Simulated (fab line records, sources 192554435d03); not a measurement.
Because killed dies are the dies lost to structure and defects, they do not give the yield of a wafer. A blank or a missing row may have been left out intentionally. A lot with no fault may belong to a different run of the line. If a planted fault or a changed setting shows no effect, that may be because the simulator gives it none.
Which tool is to blame? ; flow n5_finfet ; 12 lots, 34 wafers sampled, at 2 steps of a route of 1938

== WHAT THE GAUGES SHOWED, per wafer ==
N5_BEOL_M6_OVL_MEAS_29.
lot;measured;on;V5_OVL (nm)
L893;day 8 21:55;overlay-02;-0.6 -0.3
L895;day 9 13:59;overlay-01;-0.7 -0.1 -0.6
L896;day 9 14:03;overlay-02;0.4 -0.1 0.2
L897;day 10 05:19;overlay-02;0.4 0.9 0.2
L899;day 10 11:14;overlay-02;-0.6 -0.4 -0.9
L900;day 10 19:26;overlay-01;-1.5 -0.9 -1.1
L901;day 10 19:37;overlay-02;-0.8 -1.3 -0.6
L904;day 11 15:44;overlay-02;-0.8 -0.8
L909;day 12 22:54;overlay-02;-1.9 -0.5 -0.1
L913;day 14 00:19;overlay-02;0.0 -0.4 -1.2
L915;day 14 09:14;overlay-02;-1.5 -1.2 -1.2
L914;day 14 11:13;overlay-02;-0.4 0.2 -0.5

== EACH LOT AND THE TOOL THAT RAN IT (in order: tool; ch and the chambers of the sampled wafers; start) ==
lot;N5_BEOL_M6_STRIP_19
L893;rie_diel-03 ch 0,3, day 8 20:21
L895;rie_diel-06 ch 0,1,2, day 9 12:12
L896;rie_diel-06 ch 1,2,3, day 9 13:20
L897;rie_diel-04 ch 1,2,3, day 10 04:01
L899;rie_diel-04 ch 0,1,2, day 10 09:58
L900;rie_diel-03 ch 0,1, day 10 17:47
L901;rie_diel-04 ch 0,3, day 10 18:15
L904;rie_diel-03 ch 0,3, day 11 14:14
L909;rie_diel-04 ch 0,2, day 12 22:22
L913;rie_diel-04 ch 0,2, day 13 23:14
L915;rie_diel-03 ch 2,3, day 14 05:28
L914;rie_diel-04 ch 0,2,3, day 14 10:36
- N5_BEOL_M6_STRIP_19: strips in O2.

== AS READ BY THE TOOLS THEMSELVES (means over the sampled wafers that have a number; for cases with no such wafer, the mark the record gives instead) ==
N5_BEOL_M6_STRIP_19.
lot;tool;drypump_motor_current_A (A);o2_flow_sccm (sccm);oes_product_au (a.u.);rf_vpp_V (V);showerhead_plenum_p_Torr (Torr);throttle_valve_pct (%)
L893;rie_diel-03;5.8;224.4;0.90;3.3;2.19;16.60
L895;rie_diel-06;5.2;225.1;0.77;3.7;2.00;16.67
L896;rie_diel-06;5.6;224.8;0.82;3.6;2.02;16.74
L897;rie_diel-04;5.8;225.3;0.78;4.0;2.06;16.79
L899;rie_diel-04;5.8;224.9;0.75;2.8;2.04;16.69
L900;rie_diel-03;5.5;224.9;0.79;3.3;2.09;16.91
L901;rie_diel-04;5.6;224.7;0.81;4.2;2.04;16.86
L904;rie_diel-03;5.8;225.1;0.86;4.0;2.17;16.61
L909;rie_diel-04;5.6;225.0;0.79;4.3;2.01;16.59
L913;rie_diel-04;5.6;224.8;0.78;3.7;2.01;16.61
L915;rie_diel-03;5.4;224.9;0.84;3.2;2.10;16.43
L914;rie_diel-04;5.6;224.9;0.81;3.8;2.03;16.72

== THE ANSWER, worked out from the rows above alone ==
Rule: the lots themselves supply what counts as usual. Put in order of their means at a reading, lots are off if they are a third of the lots or fewer, leave a main group of 4 or more, and stand apart from it by a gap of 3 or more times the standard deviation of the main group's means; of several such gaps the widest counts. If all means in a main group match to the digits the tables above print for the reading, that group is not used. A lot without any number at a reading at which 4 lots or more have one is off too. Where the step has rows for the other lots, those lots are counted as sound. First the gauges in route order, then the tools' own readings, where a lot's mean is used as printed above. At the first step where some lot is off, the reading lying furthest off is the one used; lots without a number count as furthest.
Nothing can be told from this: no lot is off at any reading shown.

== WHAT WAS PUT IN BY THE SIMULATOR ==
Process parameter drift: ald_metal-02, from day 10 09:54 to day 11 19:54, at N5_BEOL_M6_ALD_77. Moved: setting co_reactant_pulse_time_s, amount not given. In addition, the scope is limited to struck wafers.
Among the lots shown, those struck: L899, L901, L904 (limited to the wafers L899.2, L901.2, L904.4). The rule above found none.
